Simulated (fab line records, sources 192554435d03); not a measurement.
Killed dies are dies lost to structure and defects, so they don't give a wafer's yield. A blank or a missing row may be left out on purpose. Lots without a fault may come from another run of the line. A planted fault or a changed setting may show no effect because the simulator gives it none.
Which tool did it? | flow n5_finfet | 12 lots, 36 wafers sampled, at 4 steps of a route of 1938

WHAT THE GAUGES READ, wafer by wafer
The record holds no reading of a measuring or inspecting step that can be judged against a usual standard deviation.

WHICH TOOL RAN EACH LOT (tool, then ch and the chambers of the sampled wafers, then the start)
lot  | N5_MOL_CONTACT_COAG_PRECLEAN_111    | N5_MIM_TOP_LITHO_DESCUM_10         | N5_MIM_BOT_ETCH_ETCH_00           | N5_PASSIVATION_PROBE_49
L217 | remote_plasma-01 ch 1, day 5 10:04  | rie_diel-05 ch 2,3, day 12 14:35   | rie_metal-01 ch 0,1, day 12 15:43 | -
L218 | remote_plasma-01 ch 0, day 5 18:49  | rie_diel-05 ch 1,2,3, day 12 23:01 | rie_metal-02 ch 0,1, day 13 00:05 | -
L215 | remote_plasma-01 ch 1, day 6 01:40  | rie_diel-05 ch 0,1,2, day 14 10:40 | rie_metal-03 ch 0,1, day 14 11:39 | -
L220 | remote_plasma-01 ch 1, day 6 02:22  | rie_diel-03 ch 0,2,3, day 13 19:17 | rie_metal-01 ch 0,1, day 13 20:18 | -
L221 | remote_plasma-01 ch 0, day 6 06:38  | rie_diel-05 ch 1,3, day 14 06:27   | rie_metal-02 ch 0,1, day 14 07:30 | -
L222 | remote_plasma-02 ch 0, day 6 09:47  | rie_diel-05 ch 1,2,3, day 14 09:12 | rie_metal-03 ch 0,1, day 14 10:19 | -
L224 | remote_plasma-01 ch 0, day 6 23:08  | rie_diel-01 ch 0,1,3, day 14 19:46 | rie_metal-02 ch 0,1, day 14 21:07 | -
L225 | remote_plasma-01 ch 0, day 7 03:17  | rie_diel-03 ch 0,3, day 14 15:19   | rie_metal-03 ch 0,1, day 14 16:20 | -
L226 | remote_plasma-02 ch 0, day 7 13:13  | rie_diel-01 ch 0,1,3, day 14 20:06 | rie_metal-01 ch 0,1, day 14 21:14 | -
L230 | remote_plasma-01 ch 0, day 8 16:06  | rie_diel-01 ch 0,1,2, day 16 16:46 | rie_metal-03 ch 1, day 16 18:08   | prober-01, day 17 02:36
L236 | remote_plasma-02 ch 0, day 10 00:43 | rie_diel-05 ch 0,1,2, day 18 09:42 | rie_metal-02 ch 0,1, day 18 10:48 | -
L237 | remote_plasma-02 ch 0, day 10 06:34 | rie_diel-03 ch 0,2,3, day 18 16:54 | rie_metal-02 ch 0,1, day 18 18:20 | -
- N5_MOL_CONTACT_COAG_PRECLEAN_111: cleans in NF3:NH3, afs cycles 1, time 20 s, sublimation time 60 s.
- N5_MIM_TOP_LITHO_DESCUM_10: chemistry O2, time 7.9 s.
- N5_MIM_BOT_ETCH_ETCH_00: etches TiN in Cl2/BCl3, target depth 45.5 nm.
- N5_PASSIVATION_PROBE_49

WHAT THE TOOLS THEMSELVES READ (means of the sampled wafers that have a number; where no wafer has one, the mark that the record gives instead)
N5_MIM_TOP_LITHO_DESCUM_10. Usual: drypump_motor_current_A 5.5 A, standard deviation 0.51; oes_product_au 0.76 a.u., standard deviation 0.059; rf_vpp_V 243.7 V, standard deviation 1.4; showerhead_plenum_p_Torr 2.13 Torr, standard deviation 0.061; throttle_valve_pct 20.61 %, standard deviation 0.2.
lot  | tool        | drypump_motor_current_A (A) | oes_product_au (a.u.) | rf_vpp_V (V) | showerhead_plenum_p_Torr (Torr) | throttle_valve_pct (%) | flag
L217 | rie_diel-05 | 5.3                         | 0.82                  | 244.7        | 2.20                            | 20.49                  |
L218 | rie_diel-05 | 5.3                         | 0.81                  | 243.9        | 2.14                            | 20.51                  |
L215 | rie_diel-05 | 5.8                         | 0.79                  | 243.2        | 2.08                            | 20.59                  |
L220 | rie_diel-03 | 5.7                         | 0.79                  | 243.8        | 2.17                            | 20.67                  |
L221 | rie_diel-05 | 5.0                         | 0.79                  | 243.9        | 2.14                            | 20.58                  |
L222 | rie_diel-05 | 5.3                         | 0.79                  | 243.5        | 2.14                            | 20.53                  |
L224 | rie_diel-01 | 5.6                         | 0.75                  | 243.2        | 2.12                            | 20.40                  |
L225 | rie_diel-03 | 5.9                         | 0.78                  | 245.2        | 2.19                            | 20.53                  |
L226 | rie_diel-01 | 5.6                         | 0.76                  | 243.9        | 2.12                            | 20.40                  |
L230 | rie_diel-01 | 5.5                         | 0.73                  | 243.3        | 2.12                            | 20.58                  |
L236 | rie_diel-05 | 5.8                         | 0.77                  | 242.9        | 2.07                            | 20.66                  |
L237 | rie_diel-03 | 5.7                         | 0.74                  | 243.9        | 2.15                            | 20.74                  |

N5_MIM_BOT_ETCH_ETCH_00. Usual: bcl3_flow_sccm 21.75 sccm, standard deviation 0.062; bias_w 126.0 W, standard deviation 0.32; drypump_motor_current_A 5.9 A, standard deviation 0.5; oes_product_au 0.82 a.u., standard deviation 0.091; throttle_valve_pct 22.05 %, standard deviation 0.24.
lot  | tool         | bcl3_flow_sccm (sccm) | bias_w (W) | drypump_motor_current_A (A) | oes_product_au (a.u.) | throttle_valve_pct (%) | flag
L217 | rie_metal-01 | 21.73                 | 126.1      | 5.9                         | 0.85                  | 22.23                  |
L218 | rie_metal-02 | 21.80                 | 125.8      | 5.4                         | 0.91                  | 21.93                  |
L215 | rie_metal-03 | 21.83                 | 126.1      | 6.4                         | 0.79                  | 21.97                  |
L220 | rie_metal-01 | 21.76                 | 125.9      | 5.9                         | 0.85                  | 22.22                  |
L221 | rie_metal-02 | 21.71                 | 125.9      | 5.2                         | 0.79                  | 22.05                  |
L222 | rie_metal-03 | 21.73                 | 125.7      | 6.4                         | 0.73                  | 22.20                  |
L224 | rie_metal-02 | 21.73                 | 125.9      | 5.4                         | 0.85                  | 21.95                  |
L225 | rie_metal-03 | 21.71                 | 125.9      | 6.4                         | 0.80                  | 21.97                  |
L226 | rie_metal-01 | 21.68                 | 125.9      | 5.9                         | 0.84                  | 22.17                  |
L230 | rie_metal-03 | 21.70                 | 126.2      | 6.4                         | 0.83                  | 21.75                  |
L236 | rie_metal-02 | 21.83                 | 126.2      | 5.2                         | 0.74                  | 22.10                  |
L237 | rie_metal-02 | 21.76                 | 126.1      | 5.2                         | 0.75                  | 22.08                  |

N5_PASSIVATION_PROBE_49. Usual: defect_limited_yield 91.7 %, standard deviation 1.5; killed_at_M0_to_M3 32, standard deviation 10; killed_at_M4_up 14, standard deviation 5.3; killed_at_contacts 13, standard deviation 5.7; killed_at_front_end 37, standard deviation 10; killed_at_other 3.3, standard deviation 2.5; killed_dies 98, standard deviation 18; killed_open 65, standard deviation 13; killed_short 31, standard deviation 7.5; sort_bin_5_function 4.9 %, standard deviation 0.91; sort_bin_6_memory 3.1 %, standard deviation 0.71; sort_bin_8_speed 0.00 %, standard deviation 0.017; sort_n_pass 1082, standard deviation 18; sort_yield_pct 91.7 %, standard deviation 1.5.
lot  | tool      | defect_limited_yield (%) | killed_at_M0_to_M3 | killed_at_M4_up | killed_at_contacts | killed_at_front_end | killed_at_other | killed_dies | killed_open | killed_short | sort_bin_5_function (%) | sort_bin_6_memory (%) | sort_bin_8_speed (%) | sort_n_pass | sort_yield_pct (%) | flag
L230 | prober-01 | 79.7                     | 34                 | 13              | 167                | 23                  | 3.0             | 239         | 46          | 28           | 11.5                    | 4.2                   | 0.00                 | 941         | 79.7               | OFF

THE ANSWER, worked out from the rows above alone
Rule: a lot is off if the mean of its wafers that have a number lies more than 3 standard deviations from the usual mean. A lot without any number at a reading at which 4 lots or more have one is off too. The other lots that the step has rows for count as sound. The gauges are gone through in route order, then the tools' own readings, and for those a lot's mean is taken as printed above. The first step at which some lot is off is used, and at that step the reading that is off furthest; a lot without a number counts as furthest.
Off: L230, at N5_PASSIVATION_PROBE_49 (killed_at_contacts). Neither off nor sound, because the step has no rows for them: L217, L218, L215, L220, L221, L222, L224, L225, L226, L236, L237.
A tool fits if, at that step or a process step before it, it ran every lot that is off, and no sound lot after the first of them. Can't be told from this: 4 tools fit, remote_plasma-01 at N5_MOL_CONTACT_COAG_PRECLEAN_111, rie_diel-01 at N5_MIM_TOP_LITHO_DESCUM_10, rie_metal-03 at N5_MIM_BOT_ETCH_ETCH_00, prober-01 at N5_PASSIVATION_PROBE_49.

WHAT THE SIMULATOR HAD PUT IN
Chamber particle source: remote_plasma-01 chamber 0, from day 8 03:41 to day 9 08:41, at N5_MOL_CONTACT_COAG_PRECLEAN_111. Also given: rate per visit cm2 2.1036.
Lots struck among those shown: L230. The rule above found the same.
